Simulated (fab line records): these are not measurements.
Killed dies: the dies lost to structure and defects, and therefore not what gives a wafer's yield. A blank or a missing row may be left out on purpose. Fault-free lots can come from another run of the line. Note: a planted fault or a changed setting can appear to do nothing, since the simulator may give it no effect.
Struck lot and sound lot, side by side + flow n5-finfet + 35 out of 1938 route steps
Sound: the wafers L665.1, L665.3, L665.5. Struck: wafer L655.1 (left out: L655.4, L655.5 of the same lot, which were not struck); the cause appears at the end.
For every step that has rows: the tool of each side, followed by ch and its chambers, followed by its first start. Under that, the readings that differ: sound wafers + struck wafers + difference of the means + sigmas: that difference in standard deviations of wafers without a fault.
alike: words and numbers the same on both sides, and readings whose means are apart by under 2 such deviations; not compared: readings that were withheld, readings missing a value for some wafer, numbers with overlapping values and no deviation given by the record, and bounds like >300 which may hide the same value.
A row with sigmas, a row that says differs or no value, or rows on one side alone: a step with any of these is where the two part. When numbers do not overlap yet have no deviation, they are printed without sigmas and do not part them. A reading missing from all wafers of one side parts the sides only when that side holds two or more wafers.

first, 9 steps without rows for these wafers: N5_BEOL_M13_COAT_22 (resist thk 300 nm); N5_BEOL_M13_EBR_24; N5_BEOL_M13_SOFTBAKE_23 (time 60 s); N5_BEOL_M13_EXPOSE_25 (exposes mask M13, target cd 210 nm); N5_BEOL_M13_PEB_26 (peb time 90 s); N5_BEOL_M13_DEVELOP_27 (develop time 45 s); N5_BEOL_M13_HARDBAKE_32 (time 120 s); N5_BEOL_M13_DESCUM_33 (chemistry O2, time 7.9 s); N5_BEOL_M13_ETCH_67 (etches SiARC in CF4, target depth 143 nm, time 238.3 s).
N5_BEOL_M13_ETCH_68: etches SOC in N2/H2, time 355 s.
  sound on rie-diel-04 ch 0,3, day 18 13:40; struck on rie-diel-06 ch 3, day 16 05:37
| reading                | sound             | struck | difference | sigmas |
|------------------------|-------------------|--------|------------|--------|
| throttle-valve-pct (%) | 17.65 17.62 17.64 | 18.16  | +0.52      | +2     |
  alike: drypump-motor-current-A, oes-product-au, rf-fwd-power-W, rf-vpp-V, showerhead-plenum-p-Torr
  not compared: rf-hours-counter-h
then, 24 steps without rows for these wafers: N5_BEOL_M13_STRIP_69 (strips in N2/H2); N5_BEOL_M13_TRENCH_ETCH_34 (etches SiOC in C4F8/O2/Ar, target depth 413.47 nm, time 162.6 s); N5_BEOL_M13_STRIP_70 (strips in C4F8/O2/Ar); N5_BEOL_M13_STRIP_37 (strips in N2/H2); N5_BEOL_M13_ETCH_38 (etches SiCN in CF4/N2, target depth 67.5 nm, time 71.9 s); N5_BEOL_M13_PRECLEAN_39 (cleans in residue remover, time 60 s); N5_BEOL_M13_SRD_40 (time 30 s, dry time 30 s); N5_BEOL_M13_DEGAS_41 (time 60 s); N5_BEOL_M13_PRE_CLEAN_42 (time 30 s); N5_BEOL_M13_SPUTTER_43 (material TaN, target thk 15 nm, time 24.19 s); N5_BEOL_M13_SPUTTER_44 (material Ta, target thk 10 nm, time 16.13 s); N5_BEOL_M13_SPUTTER_45 (material Cu, target thk 80 nm, time 13.33 s); N5_BEOL_M13_ECD_47 (material Cu, target thk 936 nm); N5_BEOL_M13_ANNEAL_48 (time 90 s); N5_BEOL_M13_CMP_49 (polishes, stops on SiOC, t overpolish 17.1 s, target thk 420 nm); N5_BEOL_M13_PRE_CLEAN_52 (time 15 s); N5_BEOL_M13_DEP_53 (deposits SiCN from 3MS/NH3, target thk 50 nm, time 17.8 s); N5_BEOL_M14_ILD_DEP_00 (deposits SiO2 from TEOS/O2, target thk 1119.3 nm, time 237.4 s); N5_BEOL_M14_COAT_58 (time 60 s, resist thk 89 nm); N5_BEOL_M14_COAT_04 (resist thk 800 nm); N5_BEOL_M14_EBR_06; N5_BEOL_M14_SOFTBAKE_05 (time 60 s); N5_BEOL_M14_EXPOSE_07 (exposes mask V13); N5_BEOL_M14_PEB_08 (peb time 90 s).
N5_PASSIVATION_PROBE_49:
  record: rows for the struck wafers here (prober-02, day 17 11:48), none for the sound ones

## WHERE THEY PART
Earliest at N5_BEOL_M13_ETCH_68; latest, in this record, at N5_PASSIVATION_PROBE_49.

WHY: the cause the simulator had injected
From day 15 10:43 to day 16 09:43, rie-diel-06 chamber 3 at N5_BEOL_M13_ETCH_68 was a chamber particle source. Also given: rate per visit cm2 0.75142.
